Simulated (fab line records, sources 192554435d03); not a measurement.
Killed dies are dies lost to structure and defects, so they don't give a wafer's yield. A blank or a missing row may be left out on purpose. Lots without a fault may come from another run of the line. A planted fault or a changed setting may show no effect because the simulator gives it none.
A struck lot beside a sound one | flow n5_finfet | 21 steps out of a route of 1938
Sound: wafers L670.1, L670.2, L670.6. Struck: wafers L677.2, L677.5, L677.6. The cause comes at the end.
At each step with rows: each side's tool, then ch and its chambers, then its first start. Under that, the readings that differ: sound wafers | struck wafers | difference of the means | sigmas: that difference in standard deviations of wafers without a fault.
alike: readings whose means differ by less than 2 such deviations, and words and numbers that are the same on both sides. not compared: withheld readings, readings that some wafer has no value for, bounds like >300 that may hide the same value, and numbers for which the record gives no deviation and whose values overlap.
The two part at a step that has a row with sigmas, a row that says differs or no value, or rows on one side only. Numbers that don't overlap but have no deviation are shown without sigmas and don't part them. A reading that every wafer of one side lacks parts them only if that side has two wafers or more.

N5_BEOL_M3_ANNEAL_87: time 240 s.
  sound on pvd_sputter-01, day 8 12:22; struck on pvd_sputter-01, day 10 16:06
  alike: heater_power_w
then, 4 steps without rows for these wafers: N5_BEOL_M3_SPUTTER_88 (material Cu, target thk 4.5 nm, time 8.29 s); N5_BEOL_M3_ANNEAL_89 (time 240 s); N5_BEOL_M3_SPUTTER_90 (material Cu, target thk 4.5 nm, time 8.29 s); N5_BEOL_M3_ANNEAL_91 (time 240 s).
N5_BEOL_M3_SPUTTER_92: material Cu, target thk 4.5 nm, time 8.29 s.
  sound on pvd_sputter-01, day 8 12:56; struck on pvd_sputter-01, day 10 16:41
  alike: chuck_gas_flow_sccm, throttle_valve_pct
then, 2 steps without rows for these wafers: N5_BEOL_M3_ANNEAL_93 (time 240 s); N5_BEOL_M3_SPUTTER_94 (material Cu, target thk 4.5 nm, time 8.29 s).
N5_BEOL_M3_ANNEAL_95: time 240 s.
  sound on pvd_sputter-01, day 8 13:14; struck on pvd_sputter-01, day 10 16:59
  alike: heater_power_w
N5_BEOL_M3_SPUTTER_96: material Cu, target thk 4.5 nm, time 8.29 s.
  sound on pvd_sputter-01, day 8 13:23; struck on pvd_sputter-01, day 10 17:07
  alike: chuck_gas_flow_sccm, throttle_valve_pct
then, 1 step without rows for these wafers: N5_BEOL_M3_ECD_50 (material Cu, target thk 300 nm).
N5_BEOL_M3_ANNEAL_51: time 90 s.
  sound on rtp_anneal-02 ch 0, day 8 13:36; struck on rtp_anneal-02 ch 0, day 10 17:24
  alike: wafer_temp_C_max
N5_BEOL_M3_CMP_52: polishes, stops on SiOC, t overpolish 6.8 s, target thk 40 nm.
  sound on cmp-01 ch 2,3, day 8 13:53; struck on cmp-04 ch 0,1,2, day 10 18:04
  reading                      | sound             | struck            | difference | sigmas
  barrier_field_endpoint_s (s) | 24.7 23.9 24.3    | 41.3 41.3 41.3    | +17.0      | +31
  overpolish_run_s (s)         | 6.802 6.802 6.793 | 0.044 0.035 0.039 | -6.760     | -99 or more
  time_to_endpoint_s (s)       | 62 59 59          | 81 82 81          | +21        | +7
  alike: motor_current_A
  not compared: model.SiOC_of_BEOL_M3_ILD_DEP_00.thk_nm
N5_BEOL_M3_THK_MEAS_53: measures by xrf.
  sound on film_metro-02, day 8 14:11; struck on film_metro-01, day 10 18:17
  reading     | sound          | struck            | difference | sigmas
  M3_THK (nm) | 39.8 38.3 39.7 | 155.4 147.5 145.2 | +110.1     | +73
then, 4 steps without rows for these wafers: N5_BEOL_M3_PRE_CLEAN_60 (time 15 s); N5_BEOL_M3_CO_CAP_55 (material Co, precursor CCTBA/H2, target thk 2 nm, time 102.1 s); N5_BEOL_M3_PRE_CLEAN_56 (time 15 s); N5_BEOL_M3_DEP_57 (deposits SiCN from 3MS/NH3, target thk 8 nm, time 14 s).
N5_BEOL_M3_INSPECT_59: inspects for defects (darkfield).
  sound on defect_inspect-01, day 8 14:28; struck on defect_inspect-02, day 10 18:34
  reading          | sound     | struck         | difference | sigmas
  raw_defect_count | 92 60 115 | 5094 5017 5000 | +4948      | +99 or more
N5_BEOL_M4_RC_MEAS_101:
  the record has rows for the sound wafers here (prober-01 ch 0, day 9 18:47) and none for the struck ones
-- the record jumps here: 6 days lie between the struck wafers' starts before and after (it left off in module BEOL_M4 and takes up again in module PASSIVATION, whose first step shown is number 1936 of the route) --
N5_PASSIVATION_PROBE_49:
  sound on prober-01, day 13 19:20; struck on prober-01, day 16 17:28
  reading                  | sound          | struck         | difference | sigmas
  defect_limited_yield (%) | 91.0 89.2 89.3 | 0 0 0          | -90        | -53
  killed_at_M0_to_M3       | 26 28 42       | 1058 1075 1086 | +1041      | +87
  killed_at_other          | 2 4 0          | 15 14 8        | +10        | +3
  killed_dies              | 106 127 126    | 1180 1180 1180 | +1060      | +53
  killed_on_rim            | 16 20 14       | 152 152 152    | +135       | +31
  killed_short             | 35 32 33       | 78 40 43       | +20        | +2
  sort_n_pass              | 1074 1053 1054 | 0 0 0          | -1060      | -53
  sort_yield_pct (%)       | 91.0 89.2 89.3 | 0 0 0          | -90        | -53
  alike: killed_at_M4_up, killed_at_contacts, killed_at_front_end, killed_open, sort_bin_5_function, sort_bin_6_memory

WHERE THEY PART
First at N5_BEOL_M3_CMP_52; last, within this record, at N5_PASSIVATION_PROBE_49.

WHY: what the simulator had put in
Process parameter drift: cmp-04, from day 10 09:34 on, at N5_BEOL_M3_CMP_52. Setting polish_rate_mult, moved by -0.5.
